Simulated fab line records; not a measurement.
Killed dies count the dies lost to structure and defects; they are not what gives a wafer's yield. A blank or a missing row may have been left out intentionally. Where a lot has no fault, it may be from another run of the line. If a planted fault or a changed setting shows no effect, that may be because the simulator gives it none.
8D (eight disciplines) problem report, filled in by code | flow nandHarc | the parts of the form that need people (team, actions taken, sign-off) are left out

== 1. THE PROBLEM ==
Mean of oesProductAu at NHARC_THIN_TSV_ETCH_59: 0.930 a.u. across 4 wafers in 2 lots; on wafers with no fault it is 1.003 a.u. (standard deviation 0.012). Relative to the usual mean, that is a shift of -6.1 standard deviations.
The step: etches the open film in Cl2/BCl3, target depth 880 nm, time 138.1 s.
Earliest sighting: wafer L968.4 on rieMetal-02 at day 31 14:50. The record has a number at this step for 42 wafers belonging to 14 lots. Rule for "out", or "out of limits": more than 4 standard deviations from the usual mean. Any other wafer with a number is counted as sound.

== 2. WHAT IT IS; WHAT IT IS NOT ==
question                    | is                             | is not
which readings at this step | oesProductAu                   | drypumpMotorCurrentA
which lots                  | L968, L971                     | L951, L953, L954, L955, L956, L958, L960, L961, L962, L966, L967, L974
which wafers of those lots  | L968.4, L968.5, L971.1, L971.4 | L968.6, L971.5
read on which tools         | rieMetal-02                    | rieMetal-01, rieMetal-03
when                        | from day 31 14:50              | up to then (34 sound wafers); but 4 sound wafers of L971, L974 came after

== 3. SUSPECTS, AND WHAT RULES EACH OUT ==
Counting: any tool at a process step up to the reading remains a suspect provided it ran every lot that is out. Sound lots after the first of them don't rule it out here, since some wafers of a struck lot are sound.
- rieMetal-02 at NHARC_THIN_TSV_ETCH_59 (etches the open film in Cl2/BCl3, target depth 880 nm, time 138.1 s): kept. Every lot that is out went through it, the first being L968 (day 31 14:50); the last sound lot it ran before that was L960 (day 27 17:18). Its own readings are out on those wafers: oesProductAu.
- Within rieMetal-02 at NHARC_THIN_TSV_ETCH_59, the wafers that are out were processed in chamber 0 and their sound lot-mates in chamber 1.
Left after counting: rieMetal-02 at NHARC_THIN_TSV_ETCH_59.

== 4. THE CAUSE (what the simulator had put in) ==
rieMetal-02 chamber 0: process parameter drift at NHARC_THIN_TSV_ETCH_59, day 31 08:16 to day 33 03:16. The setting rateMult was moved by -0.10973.
After counting, this tool was the only one left.

== 5. SEQUENCE OF EFFECTS, ordered by route ==
Each row: a reading where the mean over the struck wafers with a number is more than 3 standard deviations away from the usual. Scope: only readings with a usual standard deviation given in the record; hours: median across lots of the time from each lot's start at the first step in this table that gives one to its start at this step; sigmas: change in usual standard deviations.
hours | step                   | reading      | usual      | on struck wafers | change | sigmas
0     | NHARC_THIN_TSV_ETCH_59 | oesProductAu | 1.003 a.u. | 0.930            | -0.073 | -6.1
The process steps in it:
- NHARC_THIN_TSV_ETCH_59: etches the open film in Cl2/BCl3, target depth 880 nm, time 138.1 s.

== 6. WHAT WOULD HAVE CAUGHT IT SOONER ==
The fault began at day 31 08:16; the first out-of-limits reading in this record came at day 31 14:50, 7 hours later.
